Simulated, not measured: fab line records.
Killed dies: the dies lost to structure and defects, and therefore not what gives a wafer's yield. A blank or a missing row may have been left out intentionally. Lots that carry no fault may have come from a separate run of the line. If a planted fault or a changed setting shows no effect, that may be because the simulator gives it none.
fab line records	flow n5Finfet	part 1 of 2: steps 1 to 19 of 28
[record] lots = 5	wafers = 15	lastDay = 18
route steps=1938 shown MOL_CONTACT_COAG@608 BEOL_M0_SAQP@632
lots that met no fault: from a run of the same line without faults
startH: the number of hours between the record's first day and the start of the first shown wafer of the lot	waitH: hours elapsed since this lot's preceding step	" the same as in the row above	L1.1+2: a single row standing in for several wafers	- either no value or no given start	* or withheld: withheld	< > ~ a bound
route shown NAME@n: names a module that has steps shown in the file, with the first one's number in the route	usual: average and standard deviation across the fault-free wafers	same: alike in all rows	chamber/n: place in a boat	sites: each site's reading	_std_site: standard deviation of those values	_edge_site: the outer-site mean with the inner-site mean subtracted	radiusMm: for every site, how far away it sits from the centre of the wafer	mask NAME#n: copy n	behind: the tool/chamber that last shaped the wafer	hold: what put the lot on hold/how long, in hours/how the hold closed	device: transistor that didn't switch, given as n, p or np	end of line: tests run on the same wafers once the route is complete	a step given without rows: its recipe and nothing more	killed: count of dies lost to structure and defects at first sort (not the wafer's yield)	map: a wafer's dies, marking killed ones x, the rest . and places with no die _
set.NAME: the setting as run; set.NAME@STEP: as run at that earlier step	model.NAME: the simulator's own value behind a step, which no gauge read
a table for each step, a row for each wafer; lots at some steps of the route
services: a tool's chamber out of use, with start hour (startH, from the record's first day; less than 0 if before it), hours out, and reason
[[steps]]
[step N5_MOL_CONTACT_COAG_ALD_133]
[recipe] material = SiO2	targetThkA = 50	tempC = 100	aldPrecursorFamily = BDEAS	aldCoReactant = O2-plasma	pulseTimeS = 1	coReactantPulseTimeS = 1	purgeTimeS = 2	coReactantPurgeTimeS = 2	aldCycles = 35	pressureTorr = 2
[usual] heaterPowerW = 78/9.3	precursorPulseHeightRel = 0.997/0.02
lot.wafer	tool	chamber	startH	waitH	heaterPowerW	precursorPulseHeightRel
L075.2	aldSin-02	1	113.56	0.1	68	1.048
L075.3	"	2	"	"	79	0.990
L075.6	"	0	"	"	74	1.018
L082.1	aldSin-04	2	149.75	0.1	96	0.970
L082.4	"	0	"	"	86	1.018
L082.5	"	3	"	"	92	1.003
L086.3	aldSin-01	3	174.82	0.6	74	0.989
L086.4	"	0	"	"	79	1.005
L086.6	"	3	"	"	73	0.976
L091.1	aldSin-01	0	205.55	0.1	77	0.951
L091.2	"	3	"	"	74	0.999
L091.3	"	2	"	"	87	0.987
L097.2	aldSin-04	3	239.22	0.1	91	0.999
L097.3	"	2	"	"	87	0.985
L097.5	"	3	"	"	89	0.975
[step N5_MOL_CONTACT_COAG_ETCHBACK_134]
[recipe] chemistry = CHF3	target = SiO2	targetDepthA = 100	timeS = 6.7	ionEnergyEv = 200	pressureMtorr = 30	sourceW = 610	biasW = 170	Ar_flow_sccm = 200	CHF3_flow_sccm = 50
[usual] drypumpMotorCurrentA = 5.7/0.41	oesProductAu = 0.75/0.064	rfVppV = 523/7.4	showerheadPlenumPTorr = 2.39/0.09	throttleValvePct = 18.78/0.15
lot.wafer	tool	chamber	startH	waitH	drypumpMotorCurrentA	oesProductAu	rfHoursCounterH	rfVppV	showerheadPlenumPTorr	throttleValvePct
L075.2	rieDiel-01	3	113.76	0.1	5.3	0.73	194	527	2.37	18.70
L075.3	"	2	"	"	6.4	0.70	206	523	2.45	18.68
L075.6	"	0	"	"	5.5	0.83	-	520	2.42	18.48
L082.1	rieDiel-01	2	149.93	0.1	6.3	0.68	219	523	2.44	18.70
L082.4	"	0	"	"	5.5	0.80	69	522	2.41	18.50
L082.5	"	3	"	"	5.3	0.72	-	528	2.37	18.72
L086.3	rieDiel-05	2	175.00	0.1	5.5	0.68	239	533	2.27	18.85
L086.4	"	3	"	"	5.1	0.72	202	511	2.37	18.81
L086.6	"	0	"	"	5.3	0.75	-	517	2.19	18.95
L091.1	rieDiel-05	3	205.87	0.2	5.1	0.72	213	512	2.37	18.84
L091.2	"	0	"	"	5.3	0.75	166	516	2.19	18.98
L091.3	"	1	"	"	6.6	0.95	20	519	2.54	18.83
L097.2	rieDiel-05	2	239.40	0.1	5.4	0.97	4	542	2.55	18.42
L097.3	"	3	"	"	5.1	0.71	229	510	2.36	18.86
L097.5	"	0	"	"	5.3	0.73	-	517	2.18	19.00
[step N5_MOL_CONTACT_COAG_ETCH_67]
[recipe] chemistry = N2/H2	target = SOC	targetDepthA = 600	overetchA = 210	maskMaterial = SiARC	tempC = 40	timeS = 101.2	ionEnergyEv = 200	pressureMtorr = 30	sourceW = 840	biasW = 150	n2FlowSccm = 200	h2FlowSccm = 200
[usual] drypumpMotorCurrentA = 5.7/0.41	oesProductAu = 0.63/0.051	rfVppV = 524.1/2.9	showerheadPlenumPTorr = 2.55/0.095	throttleValvePct = 17.88/0.22
lot.wafer	tool	chamber	startH	waitH	drypumpMotorCurrentA	oesProductAu	rfHoursCounterH	rfVppV	showerheadPlenumPTorr	throttleValvePct
L075.2	rieDiel-01	3	113.80	0.0	5.3	0.62	194	524.8	2.54	17.83
L075.3	"	2	"	"	6.3	0.58	206	525.7	2.62	17.68
L075.6	"	0	"	"	5.5	0.70	-	525.7	2.58	17.55
L082.1	rieDiel-01	2	149.96	0.0	6.4	0.57	219	525.9	2.61	17.69
L082.4	"	0	"	"	5.5	0.68	69	525.1	2.58	17.59
L082.5	"	3	"	"	5.3	0.60	-	522.3	2.53	17.83
L086.3	rieDiel-05	2	175.03	0.0	5.4	0.58	239	522.1	2.40	17.88
L086.4	"	3	"	"	5.1	0.61	202	522.6	2.50	17.74
L086.6	"	0	"	"	5.3	0.64	-	518.6	2.35	18.18
L091.1	rieDiel-05	3	205.91	0.0	5.1	0.60	213	524.4	2.49	17.78
L091.2	"	0	"	"	5.3	0.63	166	517.4	2.35	18.20
L091.3	"	1	"	"	6.6	0.79	20	528.1	2.73	17.96
L097.2	rieDiel-05	2	239.43	0.0	5.4	0.80	4	529.0	2.72	17.41
L097.3	"	3	"	"	5.1	0.60	229	524.5	2.49	17.79
L097.5	"	0	"	"	5.3	0.62	-	517.1	2.34	18.23
[step N5_MOL_CONTACT_COAG_STRIP_68]
[recipe] chemistry = N2/H2	tempC = 40	n2FlowSccm = 200	h2FlowSccm = 200	rfFrequencyHz = 6e+07
lot.wafer	tool	chamber	startH	waitH
L075.2+3+6	rieDiel-01	3,2,0	113.87	0.0
L082.1+4+5	rieDiel-01	2,0,3	150.04	0.0
L086.3+4+6	rieDiel-05	2,3,0	175.10	0.0
L091.1+2+3	rieDiel-05	3,0,1	205.98	0.0
L097.2+3+5	rieDiel-05	2,3,0	239.50	0.0
[step N5_MOL_CONTACT_COAG_STRIP_69]
[recipe] chemistry = N2/H2	tempC = 40	n2FlowSccm = 200	h2FlowSccm = 200	rfFrequencyHz = 6e+07
lot.wafer	tool	chamber	startH	waitH
L075.2+3+6	rieDiel-01	3,2,0	113.88	0.0
L082.1+4+5	rieDiel-01	2,0,3	150.05	0.0
L086.3+4+6	rieDiel-05	2,3,0	175.11	0.0
L091.1+2+3	rieDiel-05	3,0,1	205.99	0.0
L097.2+3+5	rieDiel-05	2,3,0	239.51	0.0
[step N5_MOL_CONTACT_COAG_ETCHBACK_136]
[recipe] chemistry = CHF3	target = SiO2	targetDepthA = 250	timeS = 16.7	ionEnergyEv = 200	pressureMtorr = 30	sourceW = 610	biasW = 170	Ar_flow_sccm = 200	CHF3_flow_sccm = 50
[usual] drypumpMotorCurrentA = 5.7/0.41	oesProductAu = 0.75/0.064	rfVppV = 523/7.4	showerheadPlenumPTorr = 2.39/0.09	throttleValvePct = 18.78/0.15
lot.wafer	tool	chamber	startH	waitH	drypumpMotorCurrentA	oesProductAu	rfHoursCounterH	rfVppV	showerheadPlenumPTorr	throttleValvePct
L075.2	rieDiel-01	3	113.89	0.0	5.3	0.74	194	527	2.37	18.72
L075.3	"	2	"	"	6.4	0.71	206	525	2.45	18.66
L075.6	"	0	"	"	5.4	0.82	-	521	2.42	18.47
L082.1	rieDiel-01	2	150.06	0.0	6.3	0.68	219	526	2.44	18.68
L082.4	"	0	"	"	5.5	0.81	69	521	2.41	18.49
L082.5	"	3	"	"	5.3	0.72	-	529	2.37	18.72
L086.3	rieDiel-05	2	175.12	0.0	5.5	0.67	239	533	2.27	18.86
L086.4	"	3	"	"	5.1	0.72	202	511	2.37	18.81
L086.6	"	0	"	"	5.3	0.75	-	516	2.19	18.97
L091.1	rieDiel-05	3	206.00	0.0	5.1	0.71	213	510	2.37	18.82
L091.2	"	0	"	"	5.3	0.75	166	516	2.19	18.98
L091.3	"	1	"	"	6.6	0.96	20	519	2.54	18.81
L097.2	rieDiel-05	2	239.52	0.0	5.4	0.96	4	542	2.55	18.44
L097.3	"	3	"	"	5.1	0.71	230	511	2.36	18.86
L097.5	"	0	"	"	5.3	0.73	-	516	2.18	18.98
[step N5_MOL_CONTACT_COAG_STRIP_120]
[recipe] chemistry = CHF3	resist = SiARC	rfFrequencyHz = 6e+07
lot.wafer	tool	chamber	startH	waitH
L075.2+3+6	rieDiel-01	3,2,0	113.91	0.0
L082.1+4+5	rieDiel-01	2,0,3	150.08	0.0
L086.3+4+6	rieDiel-05	2,3,0	175.14	0.0
L091.1+2+3	rieDiel-05	3,0,1	206.02	0.0
L097.2+3+5	rieDiel-05	2,3,0	239.55	0.0
[step N5_MOL_CONTACT_COAG_VIA_ETCH_117]
[recipe] chemistry = C4F6/O2	targetDepthA = 400	overetchA = 80	maskMaterial = SOC	target = SiO2	biasW = 455	pressureMtorr = 10	timeS = 26	sourceW = 325	Ar_flow_sccm = 300	C4F6_flow_sccm = 10	O2_flow_sccm = 10	ionEnergyEv = 575.3	ends = endPoint
[usual] C4F6_flow_sccm = 10.000/0.029	drypumpMotorCurrentA = 5.7/0.41	oesProductAu = 0.68/0.055	rfVppV = 1583/21	showerheadPlenumPTorr = 2.85/0.11	throttleValvePct = 41.2/0.38
lot.wafer	tool	chamber	startH	waitH	C4F6_flow_sccm	drypumpMotorCurrentA	oesProductAu	rfHoursCounterH	rfVppV	showerheadPlenumPTorr	throttleValvePct
L075.2	rieDiel-01	3	113.92	0.0	10.006	5.3	0.66	194	1598	2.83	40.9
L075.3	"	2	"	"	10.002	6.4	0.62	206	1591	2.92	40.7
L075.6	"	0	"	"	9.985	5.5	0.74	-	1575	2.88	40.9
L082.1	rieDiel-01	2	150.09	0.0	9.972	6.4	0.62	219	1590	2.91	40.7
L082.4	"	0	"	"	9.983	5.5	0.73	69	1576	2.87	41.0
L082.5	"	3	"	"	10.022	5.3	0.65	-	1599	2.82	40.9
L086.3	rieDiel-05	2	175.15	0.0	9.999	5.5	0.63	239	1611	2.71	41.3
L086.4	"	3	"	"	10.055	5.1	0.66	202	1552	2.83	41.5
L086.6	"	0	"	"	9.962	5.3	0.68	-	1566	2.62	41.6
L091.1	rieDiel-05	3	206.03	0.0	10.004	5.1	0.64	213	1551	2.83	41.5
L091.2	"	0	"	"	9.997	5.3	0.66	166	1567	2.61	41.6
L091.3	"	1	"	"	10.001	6.6	0.84	20	1578	3.04	41.5
L097.2	rieDiel-05	2	239.56	0.0	9.987	5.4	0.85	4	1637	3.04	40.6
L097.3	"	3	"	"	9.973	5.1	0.64	230	1552	2.82	41.5
L097.5	"	0	"	"	9.984	5.3	0.66	-	1565	2.61	41.6
[step N5_MOL_CONTACT_COAG_ETCH_124]
[recipe] chemistry = CH3F/O2	target = SiNx	targetDepthA = 65	maskMaterial = SOC	stopOn = SiOC	overEtchFrac = 0.3	ionEnergyEv = 120	pressureMtorr = 30	sourceW = 395	biasW = 73	Ar_flow_sccm = 150	CH3F_flow_sccm = 30	O2_flow_sccm = 20	ends = endPoint
[usual] drypumpMotorCurrentA = 5.7/0.41	oesProductAu = 0.64/0.052	rfVppV = 297/4.2	showerheadPlenumPTorr = 2.01/0.079	throttleValvePct = 16.39/0.15
lot.wafer	tool	chamber	startH	waitH	drypumpMotorCurrentA	oesProductAu	rfHoursCounterH	rfVppV	showerheadPlenumPTorr	throttleValvePct
L075.2	rieDiel-01	3	113.95	0.0	5.3	0.63	194	297	1.99	16.33
L075.3	"	2	"	"	6.4	0.60	206	297	2.06	16.33
L075.6	"	0	"	"	5.5	0.71	-	295	2.03	16.05
L082.1	rieDiel-01	2	150.12	0.0	6.4	0.59	219	298	2.06	16.33
L082.4	"	0	"	"	5.4	0.69	69	294	2.02	16.06
L082.5	"	3	"	"	5.3	0.62	-	301	1.99	16.35
L086.3	rieDiel-05	2	175.18	0.0	5.5	0.60	239	303	1.90	16.47
L086.4	"	3	"	"	5.1	0.63	202	291	1.99	16.44
L086.6	"	0	"	"	5.3	0.65	-	293	1.84	16.58
L091.1	rieDiel-05	3	206.06	0.0	5.1	0.62	213	290	1.99	16.45
L091.2	"	0	"	"	5.3	0.64	166	293	1.83	16.59
L091.3	"	1	"	"	6.6	0.80	20	295	2.14	16.36
L097.2	rieDiel-05	2	239.59	0.0	5.5	0.82	4	307	2.15	15.97
L097.3	"	3	"	"	5.1	0.60	230	291	1.99	16.49
L097.5	"	0	"	"	5.3	0.63	-	294	1.83	16.61
[step N5_MOL_CONTACT_COAG_ETCH_48]
[recipe] chemistry = C4F6/O2	targetDepthA = 150	overetchA = 45	maskMaterial = SOC	target = SiOC	biasW = 465	pressureMtorr = 10	timeS = 17	sourceW = 335	Ar_flow_sccm = 300	C4F6_flow_sccm = 10	O2_flow_sccm = 10	ionEnergyEv = 576
[usual] C4F6_flow_sccm = 9.997/0.029	drypumpMotorCurrentA = 5.7/0.41	oesProductAu = 0.63/0.062	rfVppV = 1585/21	showerheadPlenumPTorr = 2.85/0.11	throttleValvePct = 40.7/0.36
lot.wafer	tool	chamber	startH	waitH	C4F6_flow_sccm	drypumpMotorCurrentA	oesProductAu	rfHoursCounterH	rfVppV	showerheadPlenumPTorr	throttleValvePct
L075.2	rieDiel-01	3	113.99	0.0	10.024	5.3	0.59	194	1601	2.83	40.4
L075.3	"	2	"	"	9.981	6.3	0.57	206	1591	2.92	40.3
L075.6	"	0	"	"	10.001	5.5	0.67	-	1578	2.88	40.5
L082.1	rieDiel-01	2	150.16	0.0	9.962	6.4	0.60	219	1594	2.91	40.3
L082.4	"	0	"	"	10.039	5.5	0.69	69	1577	2.87	40.5
L082.5	"	3	"	"	10.050	5.3	0.61	-	1600	2.82	40.5
L086.3	rieDiel-05	2	175.22	0.0	10.009	5.4	0.61	239	1612	2.71	40.9
L086.4	"	3	"	"	10.025	5.1	0.62	202	1555	2.83	41.0
L086.6	"	0	"	"	10.002	5.3	0.60	-	1567	2.62	41.1
L091.1	rieDiel-05	3	206.10	0.0	10.034	5.1	0.66	214	1555	2.83	41.0
L091.2	"	0	"	"	9.989	5.3	0.69	166	1569	2.61	41.2
L091.3	"	1	"	"	9.957	6.6	0.82	20	1578	3.04	41.1
L097.2	rieDiel-05	2	239.63	0.0	9.991	5.5	0.84	4	1640	3.04	40.2
L097.3	"	3	"	"	9.995	5.1	0.62	230	1554	2.82	41.0
L097.5	"	0	"	"	9.996	5.3	0.63	-	1568	2.61	41.1
[step N5_MOL_CONTACT_COAG_STRIP_72]
[recipe] chemistry = N2/H2	powerW = 450	tempC = 40	pressureMtorr = 20	rfFrequencyHz = 6e+07	overashFraction = 3	biasPowerW = 7	h2Frac = 0.5	n2FlowSccm = 200	h2FlowSccm = 200
[usual] drypumpMotorCurrentA = 5.7/0.41	oesProductAu = 0.75/0.068	rfVppV = 59.3/1.9	showerheadPlenumPTorr = 2.55/0.095	throttleValvePct = 23.7/0.31
lot.wafer	tool	chamber	startH	waitH	drypumpMotorCurrentA	oesProductAu	rfHoursCounterH	rfVppV	showerheadPlenumPTorr	throttleValvePct
L075.2	rieDiel-01	3	114.04	0.0	5.3	0.73	194	61.8	2.54	23.5
L075.3	"	2	"	"	6.3	0.68	207	61.3	2.62	23.3
L075.6	"	0	"	"	5.5	0.83	-	59.5	2.58	23.4
L082.1	rieDiel-01	2	150.21	0.0	6.4	0.68	219	60.9	2.61	23.3
L082.4	"	0	"	"	5.4	0.82	69	61.4	2.57	23.4
L082.5	"	3	"	"	5.3	0.72	-	58.6	2.53	23.6
L086.3	rieDiel-05	2	175.28	0.0	5.4	0.68	239	61.3	2.40	23.7
L086.4	"	3	"	"	5.1	0.72	202	59.6	2.49	23.5
L086.6	"	0	"	"	5.3	0.76	-	59.9	2.35	24.1
L091.1	rieDiel-05	3	206.15	0.0	5.1	0.72	214	57.9	2.49	23.5
L091.2	"	0	"	"	5.3	0.74	166	61.1	2.34	24.1
L091.3	"	1	"	"	6.6	0.96	20	63.1	2.73	23.9
L097.2	rieDiel-05	2	239.68	0.0	5.5	0.96	4	59.2	2.71	23.2
L097.3	"	3	"	"	5.1	0.71	230	62.1	2.48	23.6
L097.5	"	0	"	"	5.3	0.72	-	56.2	2.34	24.2
[step N5_MOL_CONTACT_COAG_STRIP_49]
[recipe] chemistry = N2/H2	timeS = 30	powerW = 1000	tempC = 250	pressureMtorr = withheld	n2FlowSccm = 1750	h2FlowSccm = 3250
[usual] drypumpMotorCurrentA = 5.62/0.29	heaterPowerW = 344/37
lot.wafer	tool	chamber	startH	waitH	drypumpMotorCurrentA	heaterPowerW	rfHoursCounterH
L075.2	plasmaAsher-02	1	114.12	-	5.85	348	42
L075.3	"	0	"	"	5.43	308	-
L075.6	"	1	"	"	5.85	354	-
L082.1	plasmaAsher-01	0	150.29	-	5.23	401	98
L082.4	"	0	"	"	5.23	414	-
L082.5	"	0	"	"	5.23	400	-
L086.3	plasmaAsher-01	1	175.38	-	5.97	332	-
L086.4	"	0	"	"	5.23	408	-
L086.6	"	0	"	"	5.23	409	-
L091.1	plasmaAsher-02	0	206.23	-	5.42	305	63
L091.2	"	1	"	"	5.87	357	63
L091.3	"	0	"	"	5.43	298	-
L097.2	plasmaAsher-02	0	239.76	-	5.42	313	71
L097.3	"	1	"	"	5.88	344	-
L097.5	"	1	"	"	5.88	350	-
[step N5_MOL_CONTACT_COAG_PRECLEAN_138]
[recipe] chemistry = alkalineClean	tempC = 60	timeS = 60	doPpb = 50
lot.wafer	tool	chamber	startH	waitH
L075.2+3+6	wetBench-06	6,7,0	114.21	0.1
L082.1+4+5	wetBench-06	7,6,3	150.38	0.1
L086.3+4+6	wetBench-06	2,7,0	175.44	0.0
L091.1+2+3	wetBench-04	6,1,0	206.32	0.1
L097.2+3+5	wetBench-06	3,5,1	239.85	0.1
[step N5_MOL_CONTACT_COAG_SRD_139]
[recipe] dry = ipaMarangoni	timeS = 30	tempC = 23	rinseLiquid = diw
[usual] doSupplyPpb = 10.00/0.099
lot.wafer	tool	chamber	startH	waitH	doSupplyPpb
L075.2	wetBench-06	6	114.23	0.0	10.13
L075.3	"	7	"	"	10.05
L075.6	"	0	"	"	10.06
L082.1	wetBench-06	7	150.40	0.0	9.89
L082.4	"	6	"	"	10.02
L082.5	"	3	"	"	10.01
L086.3	wetBench-06	2	175.47	0.0	10.10
L086.4	"	7	"	"	9.89
L086.6	"	0	"	"	10.08
L091.1	wetBench-04	6	206.34	0.0	10.16
L091.2	"	1	"	"	10.00
L091.3	"	0	"	"	9.79
L097.2	wetBench-06	3	239.87	0.0	10.06
L097.3	"	5	"	"	10.02
L097.5	"	1	"	"	10.12
[step N5_MOL_CONTACT_COAG_CD_MEAS_101]
[recipe] targetCdNm = 16
[usual] cdNm = 16.0/0.34
lot.wafer	tool	chamber	startH	waitH	cdNm
L075.2	cdSem-02	-	114.27	0.0	16.2
L075.3	"	-	"	"	15.7
L075.6	"	-	"	"	15.6
L082.1	cdSem-01	-	150.44	0.0	15.8
L082.4	"	-	"	"	16.0
L082.5	"	-	"	"	15.8
L086.3	cdSem-03	-	175.51	0.0	16.0
L086.4	"	-	"	"	15.5
L086.6	"	-	"	"	15.8
L091.1	cdSem-03	-	206.38	0.0	15.3
L091.2	"	-	"	"	15.9
L091.3	"	-	"	"	16.0
L097.2	cdSem-02	-	239.91	0.0	16.3
L097.3	"	-	"	"	16.1
L097.5	"	-	"	"	16.4
[step N5_MOL_CONTACT_COAG_PRE_CLEAN_121]
[recipe] gas = H2/He	timeS = *	tempC = withheld
lot.wafer	tool	chamber	startH	waitH
L075.2+3+6	cvdW-02	0,1,0	114.31	0.0
L082.1+4+5	cvdW-02	0,1,1	150.48	0.0
L086.3+4+6	cvdW-01	0,1,0	175.58	0.1
L091.1+2+3	cvdW-01	1,0,0	206.42	0.0
L097.2+3+5	cvdW-02	1,1,0	239.95	0.0
[step N5_MOL_CONTACT_COAG_CVD_140]
[recipe] material = W	targetThkA = 665	mode = selectiveFill	tempC = 300	timeS = 215
[usual] heaterPowerW = 447/17
lot.wafer	tool	chamber	startH	waitH	heaterPowerW
L075.2	cvdW-02	0	114.40	0.1	441
L075.3	"	1	"	"	443
L075.6	"	0	"	"	434
L082.1	cvdW-02	0	150.57	0.1	439
L082.4	"	1	"	"	454
L082.5	"	1	"	"	447
L086.3	cvdW-01	0	175.72	0.1	431
L086.4	"	1	"	"	482
L086.6	"	0	"	"	415
L091.1	cvdW-01	1	206.51	0.1	473
L091.2	"	0	"	"	433
L091.3	"	0	"	"	418
L097.2	cvdW-02	1	240.04	0.1	452
L097.3	"	1	"	"	450
L097.5	"	0	"	"	439
[step N5_MOL_CONTACT_COAG_PRECLEAN_127]
[recipe] chemistry = DIW	timeS = 57.5	tempC = 23
lot.wafer	tool	chamber	startH	waitH
L075.2+3+6	wetBench-01	4,3,0	114.67	0.2
L082.1+4+5	wetBench-04	2,4,5	150.84	0.2
L086.3+4+6	wetBench-04	4,6,0	175.91	0.1
L091.1+2+3	wetBench-04	0,5,2	206.78	0.2
L097.2+3+5	wetBench-06	1,5,2	240.31	0.2
[step N5_MOL_CONTACT_COAG_SRD_128]
[recipe] dryTimeS = 32	dry = n2Spin	spinRpm = 1500
lot.wafer	tool	chamber	startH	waitH
L075.2+3+6	wetBench-01	4,3,0	114.69	0.0
L082.1+4+5	wetBench-04	2,4,5	150.86	0.0
L086.3+4+6	wetBench-04	4,6,0	175.93	0.0
L091.1+2+3	wetBench-04	0,5,2	206.80	0.0
L097.2+3+5	wetBench-06	1,5,2	240.33	0.0
